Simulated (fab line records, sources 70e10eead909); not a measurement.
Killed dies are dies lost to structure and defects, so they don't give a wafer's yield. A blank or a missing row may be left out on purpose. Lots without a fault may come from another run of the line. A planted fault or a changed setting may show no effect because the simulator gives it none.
Chamber matching | flow nand_harc | NHARC_A_SLIT_ETCH_29 on rie_diel-09: 4 sister chambers
The step etches the open film in CF4/O2, target depth 100 nm, overetch 10 nm, time 55 s. 8 wafers are shown with their chamber, then 9 later ones without.

WAFERS WITH THEIR CHAMBER
wafer  | chamber | showerhead_plenum_p_Torr (Torr) | drypump_motor_current_A (A)
L080.6 | 2       | 1.35                            | 6.1
L086.1 | 3       | 1.29                            | 6.3
L085.2 | 1       | 1.37                            | 6.2
L085.3 | 2       | 1.35                            | 6.1
L085.4 | 0       | 1.28                            | 6.3
L090.1 | 3       | 1.29                            | 6.3
L090.3 | 1       | 1.37                            | 6.2
L090.6 | 0       | 1.27                            | 6.4

WAFERS WITHOUT THEIR CHAMBER
wafer  | showerhead_plenum_p_Torr (Torr) | drypump_motor_current_A (A)
L088.2 | 1.35                            | 6.1
L088.3 | 1.27                            | 6.3
L088.5 | 1.29                            | 6.3
L094.1 | 1.35                            | 6.1
L094.4 | 1.27                            | 6.3
L094.5 | 1.27                            | 6.3
L097.1 | 1.37                            | 6.2
L097.4 | 1.29                            | 6.3
L097.5 | 1.35                            | 6.1

WHICH CHAMBER EACH WENT THROUGH
wafer  | from the rows above | in truth
L088.2 | 2                   | 2
L088.3 | 0                   | 0
L088.5 | 3                   | 3
L094.1 | 2                   | 2
L094.4 | 0                   | 0
L094.5 | 0                   | 0
L097.1 | 1                   | 1
L097.4 | 3                   | 3
L097.5 | 2                   | 2
Placed correctly: 9 of 9. Can't be placed from these rows: 0. Placed wrongly: 0.
How it was worked out, from the rows above alone: a wafer's distance from a chamber is the root of the sum, over the readings, of the square of ((its reading less the chamber's mean) divided by the reading's scatter). The wafer belongs to the nearest chamber; if the next one is less than 2 further off, it can't be placed. A chamber's mean is the mean of its shown wafers. The scatter: the root of (the sum of the squares of (reading less its chamber's mean) over the shown wafers, divided by (wafers less chambers)).
